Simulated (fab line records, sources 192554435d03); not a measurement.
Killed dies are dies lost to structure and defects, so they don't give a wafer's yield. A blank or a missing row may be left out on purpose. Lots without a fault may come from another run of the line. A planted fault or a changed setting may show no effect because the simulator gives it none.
Split-lot experiment | flow n5_finfet | 7 lots, 21 wafers read, on a route of 1938 steps

THE SPLIT
At N5_BEOL_M5_VIA_ETCH_34 (etches SiCOH lowk in C4F6/O2, target depth 88.3 nm, time 39.2 s), the setting source_w was moved away from the recipe's 345 W on 6 of the 21 wafers read, by -14.1% to +17.0%. The other wafers ran this setting at the recipe's value.

The reading is taken at the split's own step.

THE READING
etch.depth_nm (the simulator's own value, which no gauge read), in nm, at N5_BEOL_M5_VIA_ETCH_34 (etches SiCOH lowk in C4F6/O2, target depth 88.3 nm, time 39.2 s). The file gives no usual value for it. The 15 wafers here that ran the recipe average 88.70 nm, standard deviation 2.3 nm.

wafer  | tool, chamber at the split | source_w as run, W | against the recipe | etch.depth_nm, nm | against lot-mates on the recipe
L075.1 | rie_diel-06, 2             | 345                | recipe             | 89.44             | -
L075.2 | rie_diel-06, 3             | 345                | recipe             | 88.45             | -
L075.3 | rie_diel-06, 0             | 397.9              | +15.3%             | 96.53             | +7.59
L079.1 | rie_diel-06, 0             | 345                | recipe             | 91.89             | -
L079.2 | rie_diel-06, 2             | 345                | recipe             | 90.42             | -
L079.5 | rie_diel-06, 0             | 345                | recipe             | 92.02             | -
L081.3 | rie_diel-02, 3             | 345                | recipe             | 85.92             | -
L081.5 | rie_diel-02, 1             | 381.2              | +10.5%             | 91.05             | +5.13
L081.6 | rie_diel-02, 0             | 381.2              | +10.5%             | 90.74             | +4.82
L086.2 | rie_diel-02, 1             | 345                | recipe             | 86.13             | -
L086.4 | rie_diel-02, 1             | 345                | recipe             | 86.28             | -
L086.6 | rie_diel-02, 2             | 345                | recipe             | 89.49             | -
L091.3 | rie_diel-01, 1             | 345                | recipe             | 85.52             | -
L091.4 | rie_diel-01, 2             | 403.8              | +17.0%             | 93.26             | +7.59
L091.6 | rie_diel-01, 3             | 345                | recipe             | 85.83             | -
L090.4 | rie_diel-02, 1             | 345                | recipe             | 86.94             | -
L090.5 | rie_diel-02, 3             | 296.3              | -14.1%             | 83.98             | -2.96
L090.6 | rie_diel-02, 2             | 296.3              | -14.1%             | 83.68             | -3.26
L097.1 | rie_diel-06, 2             | 345                | recipe             | 91.12             | -
L097.2 | rie_diel-06, 3             | 345                | recipe             | 90.71             | -
L097.4 | rie_diel-06, 0             | 345                | recipe             | 90.31             | -

THE FIT
A straight line over all 21 wafers: etch.depth_nm changes by +0.335 nm for each +1% of source_w; r = +0.76; the points scatter about the line by 2.2 nm.
The same after taking each lot's own level away (the mean of its wafers on the recipe; 21 wafers): +0.373 nm for each +1%; r = +0.94; scatter 1.1 nm.
On that fit, the largest move of source_w shifts the reading by 6.4 nm.
The lots' own levels span 85.675 to 91.443 nm, that is 2.5 times the standard deviation above.
So the lot-to-lot level blurs the effect unless lot-mates are compared.
Check: with one of the wafers moved furthest among these (+17.0%) left out of the fit, the line predicts +6.51 nm for it against its lot-mates. It came out at +7.59 nm against them.

OTHER SPLITS ON THESE WAFERS
These wafers also went through other splits before the reading. Each is held against what the fit with the lots' levels taken away leaves over:
other split on the same wafers | wafers away from the commonest value | r with etch.depth_nm (lot level and that fit taken away)
N5_BEOL_M3_ETCH_64 time_s      | 12                                   | -0.10
N5_BEOL_M3_COAT_76 spin_rpm    | 6                                    | +0.10
N5_BEOL_M4_EXPOSE_08 dose_mj   | 7                                    | +0.10
N5_BEOL_M4_ETCH_64 bias_w      | 7                                    | -0.16
N5_BEOL_M4_EXPOSE_25 dose_mj   | 8                                    | +0.01
N5_BEOL_M5_EXPOSE_25 dose_mj   | 7                                    | +0.39

THE FILE'S OWN FIT
etch.depth_nm changes by +0.409 nm for each +1% of source_w, r = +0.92.
